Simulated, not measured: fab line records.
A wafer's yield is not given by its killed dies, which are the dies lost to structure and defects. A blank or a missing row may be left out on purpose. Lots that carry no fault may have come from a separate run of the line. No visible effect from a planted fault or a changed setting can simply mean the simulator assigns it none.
Comparing a struck lot with a sound one :: flow nand-harc :: 14 steps out of a route of 1159
Sound: these wafers, L957.2, L957.4, L957.6. Struck: wafer L967.6. (L967.2, L967.4 of the same lot were not struck and are left out.) The cause comes at the end.
Order at every step that has rows: each side's tool, ch and its chambers, its first start. Under that, the readings that differ: sound wafers :: struck wafers :: difference of the means :: sigmas: that difference in standard deviations of wafers without a fault.
alike: same words and numbers on both sides, and readings whose means sit less than 2 such deviations apart. not compared: any withheld reading, any reading some wafer has no value for, any bound like >300 that may hide the same value, and any number with overlapping values for which the record gives no deviation.
Wherever a step has rows on one side only, a row that says differs or no value, or a row with sigmas, the two part there. Non-overlapping numbers with no deviation appear without sigmas and do not part them. A reading that every wafer of one side lacks parts them only if that side has two wafers or more.

NHARC_A_ZERO_WELL_INSPECT_17:
  sound on defect-inspect-02 at day 7 10:40; struck on defect-inspect-01 at day 10 13:52
  alike: raw-defect-count
then, 3 steps without rows for these wafers: NHARC_A_SOURCE_PLATE_PRECLEAN_00 (cleans in HF-LAST, time 60 s); NHARC_A_SOURCE_PLATE_SRD_01; NHARC_A_SOURCE_PLATE_OXIDE_02 (material SiO2, target thk 10 nm, ox time 1362 s).
NHARC_A_SOURCE_PLATE_THK_MEAS_09: measures by ellipsometry.
  sound on film-metro-01 at day 7 18:16; struck on film-metro-02 at day 10 20:52
  alike: thk-nm
then, 3 steps without rows for these wafers: NHARC_A_SOURCE_PLATE_PVD_04 (deposits WSi2, target thk 50 nm); NHARC_A_SOURCE_PLATE_CVD_03 (deposits poly-Si, target thk 200 nm, time 4000 s); NHARC_A_SOURCE_PLATE_ANNEAL_05 (time 1800 s).
NHARC_A_SOURCE_PLATE_THK_MEAS_06: measures by ellipsometry.
  sound on film-metro-01 at day 8 07:07; struck on film-metro-01 at day 11 09:44
  alike: thk-nm
NHARC_A_SOURCE_PLATE_INSPECT_08:
  sound on defect-inspect-02 at day 8 07:10; struck on defect-inspect-02 at day 11 09:49
  alike: raw-defect-count
NHARC_A_ONON_D1_DEP_00: target thk 1000 nm.
  sound on pecvd-onon-03 ch 0, day 8 07:18; struck on pecvd-onon-02 ch 0, day 11 09:57
NHARC_A_ONON_D1_THK_MEAS_02: measures by ellipsometry.
  sound on film-metro-01 at day 8 07:45; struck on film-metro-02 at day 11 10:24
reading: thk-nm (nm)
sound: 1004 1005 1006
struck: 633
difference: -372
sigmas: -31
next comes 1 step that has no rows for these wafers: NHARC_A_ONON_D1_DEP_03 (target thickness 1000 nm).
-- break in the record here, with 12 days between the starts of the struck wafers on either side (left off in module A_ONON_D1, picked up again in module END, where the first step shown is number 1159 on the route) --
NHARC_END_SORT_01:
  the record has rows for the struck wafers here (prober-01 ch 0, day 23 16:40) and none for the sound ones

## WHERE THEY PART
First at NHARC_A_ONON_D1_THK_MEAS_02; last, within this record, at NHARC_END_SORT_01.

WHY: what the simulator had put in
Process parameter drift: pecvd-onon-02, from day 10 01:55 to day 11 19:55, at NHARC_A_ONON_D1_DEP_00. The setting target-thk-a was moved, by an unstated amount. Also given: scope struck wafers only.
